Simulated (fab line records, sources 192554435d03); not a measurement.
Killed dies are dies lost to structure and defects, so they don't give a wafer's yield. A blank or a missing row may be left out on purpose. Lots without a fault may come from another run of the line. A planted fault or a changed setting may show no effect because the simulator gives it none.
Chamber matching | flow n5_finfet | N5_FIN_CUT_DESCUM_13 on rie_diel-03: 4 sister chambers
The step chemistry O2, time 7 s. 4 wafers are shown with their chamber, then 8 later ones without.

WAFERS WITH THEIR CHAMBER
wafer  | chamber | showerhead_plenum_p_Torr (Torr)
L088.1 | 3       | 1.99
L088.5 | 2       | 2.06
L088.6 | 1       | 2.23
L092.1 | 0       | 2.18

WAFERS WITHOUT THEIR CHAMBER
wafer  | showerhead_plenum_p_Torr (Torr)
L092.2 | 2.23
L092.4 | 1.99
L093.2 | 2.18
L093.3 | 2.23
L093.4 | 1.99
L095.2 | 2.06
L095.5 | 2.18
L095.6 | 1.98

WHICH CHAMBER EACH WENT THROUGH
wafer  | from the rows above | in truth
L092.2 | 1                   | 1
L092.4 | 3                   | 3
L093.2 | 0                   | 0
L093.3 | 1                   | 1
L093.4 | 3                   | 3
L095.2 | 2                   | 2
L095.5 | 0                   | 0
L095.6 | 3                   | 3
Placed correctly: 8 of 8. Can't be placed from these rows: 0. Placed wrongly: 0.
How it was worked out, from the rows above alone: a wafer's distance from a chamber is the root of the sum, over the readings, of the square of ((its reading less the chamber's mean) divided by the reading's scatter). The wafer belongs to the nearest chamber; if the next one is less than 2 further off, it can't be placed. A chamber's mean is the mean of its shown wafers. The scatter: with one shown wafer a chamber, the root of the mean of the squares of how far each hidden wafer lies from its nearest shown one.
